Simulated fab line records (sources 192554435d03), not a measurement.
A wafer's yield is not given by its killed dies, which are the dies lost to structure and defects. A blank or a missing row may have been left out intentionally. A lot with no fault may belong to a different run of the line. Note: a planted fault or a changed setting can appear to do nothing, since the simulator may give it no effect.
3 desks looking at one fault -- flow n5_finfet -- only its own numbers are on each desk; what lay behind them is given at the end

== AT THE METROLOGY DESK ==
Means of the sampled wafers that have a number, per lot and without regard to the tool the lot ran on: this is what the gauges read. If a lot's mean is further than 4 standard deviations from the usual mean, the lot is out of limits and carries the mark OUT (the distance appears in the brackets). Only the readings that lie furthest out on some lot appear, 7 of the 10 it has.
Columns: A = DIBL_N at N5_BEOL_M4_RC_MEAS_101, usual 37.2 mV/V; B = DIBL_P at N5_BEOL_M4_RC_MEAS_101, usual 37.3 mV/V; C = IOFF_P at N5_BEOL_M4_RC_MEAS_101, usual 0.24 nA/um; D = ION_N at N5_BEOL_M4_RC_MEAS_101, usual 680 uA/um; E = SS_N at N5_BEOL_M4_RC_MEAS_101, usual 71.8 mV/dec; F = SS_P at N5_BEOL_M4_RC_MEAS_101, usual 73.5 mV/dec; G = VT_P at N5_BEOL_M4_RC_MEAS_101, usual -248 mV
lot,first seen here,A,B,C,D,E,F,G
L760,day 9 10:15,36.9,34.5,0.18,662,71.6,72.7,-253
L762,day 9 18:03,35.2,35.0,0.21,672,71.3,73.1,-249
L763,day 9 18:40,36.3,37.5,0.21,677,71.2,73.3,-252
L765,day 10 12:20,34.9,35.6,0.25,681,71.6,73.6,-243
L770,day 12 04:55,38.5,37.9,0.23,679,72.0,74.0,-247
L773,day 13 17:26,39.5,40.5,0.30,680,73.0,74.2,-245
L775,day 13 20:22,38.3,37.5,0.22,673,71.8,74.0,-254
L774,day 14 04:46,36.1,38.5,0.25,683,72.2,73.4,-247
L778,day 14 20:22,34.0,35.7,0.21,670,71.0,72.5,-250
This desk found nothing out of limits on any of the 9 lots.

== FOR THE TOOL OWNER'S DESK: ald_sin-03 ==
The tool's own readings at N5_MOL_CONTACT_COAG_ALD_123 (deposits SiNx, target thk 5 nm, pulse time 1 s, purge time 2 s): means of the sampled wafers that have a number, for each lot that ran on this tool. If a lot's mean is further than 4 standard deviations from the usual mean, the lot is out of limits and carries the mark OUT (the distance appears in the brackets).
Columns: A = heater_power_w at N5_MOL_CONTACT_COAG_ALD_123, usual 829 W; B = precursor_pulse_height_rel at N5_MOL_CONTACT_COAG_ALD_123, usual 1.001
lot,first seen here,A,B
L760,day 6 00:44,824,0.985
L762,day 6 15:23,787,1.007
L763,day 6 21:11,810,0.991
L765,day 7 03:15,811,1.005
L775,day 10 15:19,805,0.997
L773,day 10 17:48,834,0.985
L774,day 10 23:10,822,1.024
L778,day 11 00:25,820,1.024
This desk found nothing out of limits on any of the 8 lots.

== THE DEFECT DESK ==
Inspection counts along the route, by lot: the mean over sampled wafers that carry a number. If a lot's mean is further than 4 standard deviations from the usual mean, the lot is out of limits and carries the mark OUT (the distance appears in the brackets).
Columns: A = raw_defect_count at N5_MOL_CONTACT_COAG_INSPECT_57, usual 193
lot,first seen here,A
L760,day 6 01:48,153
L762,day 6 16:19,1383 (+23) OUT
L763,day 6 22:07,1358 (+23) OUT
L765,day 7 04:26,1331 (+22) OUT
L770,day 9 15:01,151
L775,day 10 16:23,210
L773,day 10 18:53,138
L774,day 11 00:07,190
L778,day 11 01:22,263
This desk's verdict: out of limits on L762, L763, L765, starting with L762 at day 6 16:19 (raw_defect_count at N5_MOL_CONTACT_COAG_INSPECT_57). L760, L770, L775, L773, L774, L778: within limits.

== ALL TOGETHER ==
The defect desk could have raised an alarm at day 6 16:19, on L762, L763, L765.
At the metrology desk, nothing out of limits was observed.
Nothing out of limits was seen by the tool owner's desk.
The metrology desk holds a record of L762, L763, L765, inside its limits.
On record at the tool owner's desk: L762, L763, L765, within its limits.
Of the lots named, all ran N5_MOL_CONTACT_COAG_ALD_123 on ald_sin-03.

== WHAT THE SIMULATOR HAD INSERTED ==
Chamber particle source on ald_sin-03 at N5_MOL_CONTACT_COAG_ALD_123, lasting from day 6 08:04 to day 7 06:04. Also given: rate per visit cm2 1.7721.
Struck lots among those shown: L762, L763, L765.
Hours from the fault's start to each desk's first reading out of limits: the defect desk, 8.
